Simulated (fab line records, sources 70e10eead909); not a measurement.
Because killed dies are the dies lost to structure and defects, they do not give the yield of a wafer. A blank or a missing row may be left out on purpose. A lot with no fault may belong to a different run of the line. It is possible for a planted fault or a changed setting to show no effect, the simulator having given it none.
Which of the tools did it? || flow nand harc || 39 wafers from 13 lots sampled at 5 of the route's 1302 steps

## WHAT THE GAUGES SHOWED, per wafer
NHARC_THIN_TSV_CD_MEAS_37.
{"lot": "L286", "measured": "day 24 07:46", "on": "cd sem-03", "cd nm (nm)": "5004 5002 5005"}
{"lot": "L287", "measured": "day 25 00:58", "on": "cd sem-03", "cd nm (nm)": "5002 5000 4999"}
{"lot": "L289", "measured": "day 25 08:11", "on": "cd sem-02", "cd nm (nm)": "5002 5005 4997"}
{"lot": "L290", "measured": "day 25 22:23", "on": "cd sem-02", "cd nm (nm)": "5003 5006 4998"}
{"lot": "L292", "measured": "day 27 07:31", "on": "cd sem-02", "cd nm (nm)": "4996 4996 4997"}
{"lot": "L293", "measured": "day 27 06:22", "on": "cd sem-02", "cd nm (nm)": "4994 4997 5000"}
{"lot": "L301", "measured": "day 30 20:33", "on": "cd sem-01", "cd nm (nm)": "5001 4999 5002"}
{"lot": "L302", "measured": "day 31 06:24", "on": "cd sem-02", "cd nm (nm)": "4998 4999 4998"}
{"lot": "L303", "measured": "day 31 18:52", "on": "cd sem-03", "cd nm (nm)": "5000 5000 5001"}
{"lot": "L304", "measured": "day 32 10:44", "on": "cd sem-01", "cd nm (nm)": "5003 5004 5002"}
{"lot": "L305", "measured": "day 31 20:07", "on": "cd sem-03", "cd nm (nm)": "4996 5001 4997"}
{"lot": "L306", "measured": "day 33 02:10", "on": "cd sem-03", "cd nm (nm)": "5000 5002 5001"}
{"lot": "L308", "measured": "day 34 02:57", "on": "cd sem-03", "cd nm (nm)": "5002 5001 5004"}

NHARC_END_SORT_01.
{"lot": "L293", "measured": "day 27 17:26", "on": "prober-02", "defect limited yield (%)": "93.1 82.1 93.8", "killed at array": "33 22 34", "killed at other": "0 0 0", "killed at periphery": "14 99 8", "killed dies": "47 121 42", "killed open": "5 1 2", "killed short": "3 0 3"}

## WHAT TOOL EACH LOT RAN ON (gives the tool, then ch and the chambers of the sampled wafers, and finally the start)
{"lot": "L286", "NHARC_P_M2_PRE_CLEAN_32": "pecvd-03 ch 0,2, day 6 20:50", "NHARC_A_BONDPAD_DEGAS_25": "pvd sputter-02, day 23 11:06", "NHARC_A_BONDPAD_CMP_19": "cmp-03 ch 2,3, day 23 12:12"}
{"lot": "L287", "NHARC_P_M2_PRE_CLEAN_32": "pecvd-03 ch 0,1,2, day 7 10:44", "NHARC_A_BONDPAD_DEGAS_25": "pvd sputter-03, day 24 03:13", "NHARC_A_BONDPAD_CMP_19": "cmp-02 ch 1,2,3, day 24 04:18"}
{"lot": "L289", "NHARC_P_M2_PRE_CLEAN_32": "pecvd-01 ch 0,2, day 8 07:27", "NHARC_A_BONDPAD_DEGAS_25": "pvd sputter-01, day 24 08:41", "NHARC_A_BONDPAD_CMP_19": "cmp-01 ch 0,3, day 24 09:50"}
{"lot": "L290", "NHARC_P_M2_PRE_CLEAN_32": "pecvd-01 ch 0,1,2, day 8 16:53", "NHARC_A_BONDPAD_DEGAS_25": "pvd sputter-03, day 25 00:52", "NHARC_A_BONDPAD_CMP_19": "cmp-02 ch 0,2,3, day 25 01:58"}
{"lot": "L292", "NHARC_P_M2_PRE_CLEAN_32": "pecvd-01 ch 0,2, day 9 11:07", "NHARC_A_BONDPAD_DEGAS_25": "pvd sputter-01, day 26 09:39", "NHARC_A_BONDPAD_CMP_19": "cmp-03 ch 0,2,3, day 26 10:43"}
{"lot": "L293", "NHARC_P_M2_PRE_CLEAN_32": "pecvd-01 ch 0,1,2, day 9 20:11", "NHARC_A_BONDPAD_DEGAS_25": "pvd sputter-02, day 26 09:05", "NHARC_A_BONDPAD_CMP_19": "cmp-02 ch 2,3, day 26 10:11"}
{"lot": "L301", "NHARC_P_M2_PRE_CLEAN_32": "pecvd-01 ch 0,1,2, day 13 11:53", "NHARC_A_BONDPAD_DEGAS_25": "pvd sputter-02, day 29 22:23", "NHARC_A_BONDPAD_CMP_19": "cmp-03 ch 1,2, day 29 23:36"}
{"lot": "L302", "NHARC_P_M2_PRE_CLEAN_32": "pecvd-03 ch 0,1,2, day 14 01:25", "NHARC_A_BONDPAD_DEGAS_25": "pvd sputter-02, day 30 09:11", "NHARC_A_BONDPAD_CMP_19": "cmp-02 ch 0,2,3, day 30 10:27"}
{"lot": "L303", "NHARC_P_M2_PRE_CLEAN_32": "pecvd-02 ch 0,2, day 14 09:31", "NHARC_A_BONDPAD_DEGAS_25": "pvd sputter-01, day 30 21:07", "NHARC_A_BONDPAD_CMP_19": "cmp-01 ch 0,1,3, day 30 22:11"}
{"lot": "L304", "NHARC_P_M2_PRE_CLEAN_32": "pecvd-01 ch 0,1,2, day 14 16:19", "NHARC_A_BONDPAD_DEGAS_25": "pvd sputter-01, day 31 06:40", "NHARC_A_BONDPAD_CMP_19": "cmp-03 ch 0,2,3, day 31 07:44"}
{"lot": "L305", "NHARC_P_M2_PRE_CLEAN_32": "pecvd-03 ch 0,1, day 14 20:02", "NHARC_A_BONDPAD_DEGAS_25": "pvd sputter-02, day 30 23:52", "NHARC_A_BONDPAD_CMP_19": "cmp-03 ch 0,1,2, day 31 00:57"}
{"lot": "L306", "NHARC_P_M2_PRE_CLEAN_32": "pecvd-02 ch 0,1,2, day 15 07:40", "NHARC_A_BONDPAD_DEGAS_25": "pvd sputter-01, day 32 04:07", "NHARC_A_BONDPAD_CMP_19": "cmp-03 ch 1,2, day 32 05:42"}
{"lot": "L308", "NHARC_P_M2_PRE_CLEAN_32": "pecvd-01 ch 0,1, day 15 22:16", "NHARC_A_BONDPAD_DEGAS_25": "pvd sputter-03, day 33 05:53", "NHARC_A_BONDPAD_CMP_19": "cmp-03 ch 0,2,3, day 33 06:59"}
- NHARC_P_M2_PRE_CLEAN_32: time 12 s.
- NHARC_A_BONDPAD_DEGAS_25: time 60 s.
- NHARC_A_BONDPAD_CMP_19: polishes, t overpolish 30 s, cu recess touch 16 s, target thk 169.82 nm.

## AS READ BY THE TOOLS THEMSELVES (means over the sampled wafers that have a number; for cases with no such wafer, the mark the record gives instead)
NHARC_P_M2_PRE_CLEAN_32.
{"lot": "L286", "tool": "pecvd-03", "heater power w (W)": 697, "rf fwd power W (W)": 292.0}
{"lot": "L287", "tool": "pecvd-03", "heater power w (W)": 664, "rf fwd power W (W)": 292.4}
{"lot": "L289", "tool": "pecvd-01", "heater power w (W)": 744, "rf fwd power W (W)": 292.4}
{"lot": "L290", "tool": "pecvd-01", "heater power w (W)": 666, "rf fwd power W (W)": 293.4}
{"lot": "L292", "tool": "pecvd-01", "heater power w (W)": 685, "rf fwd power W (W)": 292.8}
{"lot": "L293", "tool": "pecvd-01", "heater power w (W)": 659, "rf fwd power W (W)": 292.5}
{"lot": "L301", "tool": "pecvd-01", "heater power w (W)": 660, "rf fwd power W (W)": 292.7}
{"lot": "L302", "tool": "pecvd-03", "heater power w (W)": 620, "rf fwd power W (W)": 292.8}
{"lot": "L303", "tool": "pecvd-02", "heater power w (W)": 577, "rf fwd power W (W)": 292.4}
{"lot": "L304", "tool": "pecvd-01", "heater power w (W)": 723, "rf fwd power W (W)": 292.0}
{"lot": "L305", "tool": "pecvd-03", "heater power w (W)": 623, "rf fwd power W (W)": 292.3}
{"lot": "L306", "tool": "pecvd-02", "heater power w (W)": 638, "rf fwd power W (W)": 292.4}
{"lot": "L308", "tool": "pecvd-01", "heater power w (W)": 728, "rf fwd power W (W)": 291.5}

NHARC_A_BONDPAD_DEGAS_25.
{"lot": "L286", "tool": "pvd sputter-02", "heater power w (W)": 462}
{"lot": "L287", "tool": "pvd sputter-03", "heater power w (W)": 473}
{"lot": "L289", "tool": "pvd sputter-01", "heater power w (W)": 509}
{"lot": "L290", "tool": "pvd sputter-03", "heater power w (W)": 498}
{"lot": "L292", "tool": "pvd sputter-01", "heater power w (W)": 479}
{"lot": "L293", "tool": "pvd sputter-02", "heater power w (W)": 481}
{"lot": "L301", "tool": "pvd sputter-02", "heater power w (W)": 510}
{"lot": "L302", "tool": "pvd sputter-02", "heater power w (W)": 478}
{"lot": "L303", "tool": "pvd sputter-01", "heater power w (W)": 463}
{"lot": "L304", "tool": "pvd sputter-01", "heater power w (W)": 473}
{"lot": "L305", "tool": "pvd sputter-02", "heater power w (W)": 469}
{"lot": "L306", "tool": "pvd sputter-01", "heater power w (W)": 500}
{"lot": "L308", "tool": "pvd sputter-03", "heater power w (W)": 504}

NHARC_A_BONDPAD_CMP_19.
{"lot": "L286", "tool": "cmp-03", "motor current A (A)": 10.7, "overpolish run s (s)": 30.010}
{"lot": "L287", "tool": "cmp-02", "motor current A (A)": 11.7, "overpolish run s (s)": 29.988}
{"lot": "L289", "tool": "cmp-01", "motor current A (A)": 11.4, "overpolish run s (s)": 30.004}
{"lot": "L290", "tool": "cmp-02", "motor current A (A)": 11.9, "overpolish run s (s)": 30.005}
{"lot": "L292", "tool": "cmp-03", "motor current A (A)": 11.2, "overpolish run s (s)": 29.996}
{"lot": "L293", "tool": "cmp-02", "motor current A (A)": 11.2, "overpolish run s (s)": 30.003}
{"lot": "L301", "tool": "cmp-03", "motor current A (A)": 11.5, "overpolish run s (s)": 29.991}
{"lot": "L302", "tool": "cmp-02", "motor current A (A)": 11.4, "overpolish run s (s)": 30.004}
{"lot": "L303", "tool": "cmp-01", "motor current A (A)": 11.9, "overpolish run s (s)": 30.002}
{"lot": "L304", "tool": "cmp-03", "motor current A (A)": 11.1, "overpolish run s (s)": 29.994}
{"lot": "L305", "tool": "cmp-03", "motor current A (A)": 11.7, "overpolish run s (s)": 30.001}
{"lot": "L306", "tool": "cmp-03", "motor current A (A)": 11.1, "overpolish run s (s)": 30.004}
{"lot": "L308", "tool": "cmp-03", "motor current A (A)": 11.0, "overpolish run s (s)": 30.007}

## THE ANSWER, worked out from the rows above alone
Rule: what is usual is taken from the lots themselves. Put in order of their means at a reading, lots are off if they are a third of the lots or fewer, leave a main group of 4 or more, and stand apart from it by a gap of 3 or more times the standard deviation of the main group's means; of several such gaps the widest counts. A main group whose means are all the same, to the digits that the tables above print for the reading, isn't used. Also off: a lot with no number at a reading for which 4 or more lots have one. All remaining lots with rows at the step are treated as sound. First the gauges in route order, then the tools' own readings, where a lot's mean is used as printed above. At the first step where some lot is off, the reading lying furthest off is the one used; lots without a number count as furthest.
None of the lots is off at any reading shown; this tells nothing.

## WHAT THE SIMULATOR HAD INSERTED
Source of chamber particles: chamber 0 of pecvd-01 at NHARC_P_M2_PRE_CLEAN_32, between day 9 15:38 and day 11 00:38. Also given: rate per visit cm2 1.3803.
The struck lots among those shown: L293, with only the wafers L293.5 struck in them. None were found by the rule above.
